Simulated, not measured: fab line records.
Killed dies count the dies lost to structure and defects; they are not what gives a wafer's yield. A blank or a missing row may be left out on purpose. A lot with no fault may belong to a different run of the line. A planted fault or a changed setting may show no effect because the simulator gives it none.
Chamber matching / flow n5 finfet / N5_MOL_CONTACT_COAG_ETCH_106 on rie diel-03: 4 sister chambers
The step etches SOC in N2/H2, target depth 80 nm, overetch 16 nm, time 120 s. 4 wafers are shown with their chamber, then 7 later ones without.

EACH WAFER AND ITS CHAMBER
wafer=L086.3; chamber=0; throttle valve pct (%)=18.0
wafer=L088.5; chamber=2; throttle valve pct (%)=17.7
wafer=L089.1; chamber=1; throttle valve pct (%)=17.6
wafer=L089.4; chamber=3; throttle valve pct (%)=18.0

WAFERS WITHOUT THEIR CHAMBER
wafer=L089.6; throttle valve pct (%)=17.6
wafer=L091.1; throttle valve pct (%)=18.0
wafer=L091.2; throttle valve pct (%)=17.6
wafer=L091.4; throttle valve pct (%)=18.0
wafer=L093.2; throttle valve pct (%)=18.0
wafer=L093.4; throttle valve pct (%)=17.8
wafer=L093.6; throttle valve pct (%)=17.6

THE CHAMBER EACH PASSED THROUGH
wafer=L089.6; from the rows above=1; in truth=1
wafer=L091.1; from the rows above=can't be placed: 0 or 3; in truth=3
wafer=L091.2; from the rows above=1; in truth=1
wafer=L091.4; from the rows above=can't be placed: 0 or 3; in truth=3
wafer=L093.2; from the rows above=can't be placed: 0 or 3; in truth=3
wafer=L093.4; from the rows above=2; in truth=2
wafer=L093.6; from the rows above=1; in truth=1
4 of 7 placed correctly. Not placeable from these rows: 3 (in 3, the candidates include the true chamber). 0 placed wrongly.
How it was worked out, from the rows above alone: a wafer's distance from a chamber is the root of the sum, over the readings, of the square of ((its reading less the chamber's mean) divided by the reading's scatter). The wafer belongs to the nearest chamber; if the next one is less than 2 further off, it can't be placed. Each chamber's mean is taken over the wafers shown for it. The scatter: root of mean squared gap, hidden wafer to nearest shown wafer, with one shown wafer a chamber.
